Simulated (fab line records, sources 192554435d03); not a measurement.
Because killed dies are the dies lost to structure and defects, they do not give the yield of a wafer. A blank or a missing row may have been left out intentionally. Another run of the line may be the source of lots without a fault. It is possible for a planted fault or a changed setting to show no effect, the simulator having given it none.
What tool caused it? :: flow n5-finfet :: 12 lots, 36 wafers sampled, at 3 steps of a route of 1938

## WHAT THE GAUGES SHOWED, per wafer
N5_BEOL_M5_CD_MEAS_11: target cd 27.74 nm.
lot: L075
measured: day 11 06:48
on: cd-sem-03
cd-nm (nm): 27.96 28.22 27.94

lot: L077
measured: day 11 15:17
on: cd-sem-01
cd-nm (nm): 28.44 28.39 28.41

lot: L080
measured: day 12 05:37
on: cd-sem-01
cd-nm (nm): 27.67 27.54 27.75

lot: L082
measured: day 12 14:57
on: cd-sem-03
cd-nm (nm): 28.37 28.16 28.17

lot: L084
measured: day 12 19:29
on: cd-sem-01
cd-nm (nm): 28.44 28.07 28.03

lot: L086
measured: day 13 10:24
on: cd-sem-03
cd-nm (nm): 27.81 27.85 27.85

lot: L088
measured: day 14 01:00
on: cd-sem-02
cd-nm (nm): 28.32 28.08 28.18

lot: L087
measured: day 14 05:58
on: cd-sem-01
cd-nm (nm): 28.29 28.08 28.27

lot: L091
measured: day 14 14:44
on: cd-sem-01
cd-nm (nm): 28.39 28.13 28.54

lot: L079
measured: day 15 14:52
on: cd-sem-03
cd-nm (nm): 27.86 28.41 27.76

lot: L096
measured: day 16 00:53
on: cd-sem-03
cd-nm (nm): 27.35 28.10 27.98

lot: L094
measured: day 16 12:15
on: cd-sem-02
cd-nm (nm): 28.19 28.12 28.21

## WHICH TOOL RAN EACH LOT (tool, then ch and the chambers of the sampled wafers, then the start)
lot: L075
N5_BEOL_M4_ANNEAL_95: pvd-sputter-01, day 11 02:46
N5_BEOL_M5_HM_DEP_02: pvd-sputter-03, day 11 06:25

lot: L077
N5_BEOL_M4_ANNEAL_95: pvd-sputter-02, day 11 11:16
N5_BEOL_M5_HM_DEP_02: pvd-sputter-03, day 11 14:54

lot: L080
N5_BEOL_M4_ANNEAL_95: pvd-sputter-01, day 12 00:34
N5_BEOL_M5_HM_DEP_02: pvd-sputter-03, day 12 05:13

lot: L082
N5_BEOL_M4_ANNEAL_95: pvd-sputter-03, day 12 09:52
N5_BEOL_M5_HM_DEP_02: pvd-sputter-01, day 12 14:26

lot: L084
N5_BEOL_M4_ANNEAL_95: pvd-sputter-02, day 12 15:41
N5_BEOL_M5_HM_DEP_02: pvd-sputter-03, day 12 19:05

lot: L086
N5_BEOL_M4_ANNEAL_95: pvd-sputter-03, day 13 06:29
N5_BEOL_M5_HM_DEP_02: pvd-sputter-01, day 13 09:53

lot: L088
N5_BEOL_M4_ANNEAL_95: pvd-sputter-03, day 13 20:42
N5_BEOL_M5_HM_DEP_02: pvd-sputter-03, day 14 00:28

lot: L087
N5_BEOL_M4_ANNEAL_95: pvd-sputter-01, day 14 01:33
N5_BEOL_M5_HM_DEP_02: pvd-sputter-01, day 14 05:25

lot: L091
N5_BEOL_M4_ANNEAL_95: pvd-sputter-02, day 14 08:58
N5_BEOL_M5_HM_DEP_02: pvd-sputter-03, day 14 14:20

lot: L079
N5_BEOL_M4_ANNEAL_95: pvd-sputter-02, day 15 10:03
N5_BEOL_M5_HM_DEP_02: pvd-sputter-02, day 15 14:28

lot: L096
N5_BEOL_M4_ANNEAL_95: pvd-sputter-01, day 15 21:11
N5_BEOL_M5_HM_DEP_02: pvd-sputter-03, day 16 00:22

lot: L094
N5_BEOL_M4_ANNEAL_95: pvd-sputter-02, day 16 08:11
N5_BEOL_M5_HM_DEP_02: pvd-sputter-03, day 16 11:44
- N5_BEOL_M4_ANNEAL_95: time 240 s.
- N5_BEOL_M5_HM_DEP_02: deposits TiN, target thk 20 nm.

## THE ANSWER, worked out from the rows above alone
Rule: the lots themselves supply what counts as usual. The widest of any qualifying gaps counts: lots, ordered by their means at a reading, are off when they make up no more than a third of the lots, leave a main group of 4 or more, and stand apart from it by 3 or more times the standard deviation of that group's means. A main group whose means are all the same, to the digits that the tables above print for the reading, isn't used. Also off: a lot with no number at a reading for which 4 or more lots have one. Where the step has rows for the other lots, those lots are counted as sound.
Across all readings shown, no lot is off: no conclusion can be drawn from this.

## WHAT THE SIMULATOR HAD INSERTED
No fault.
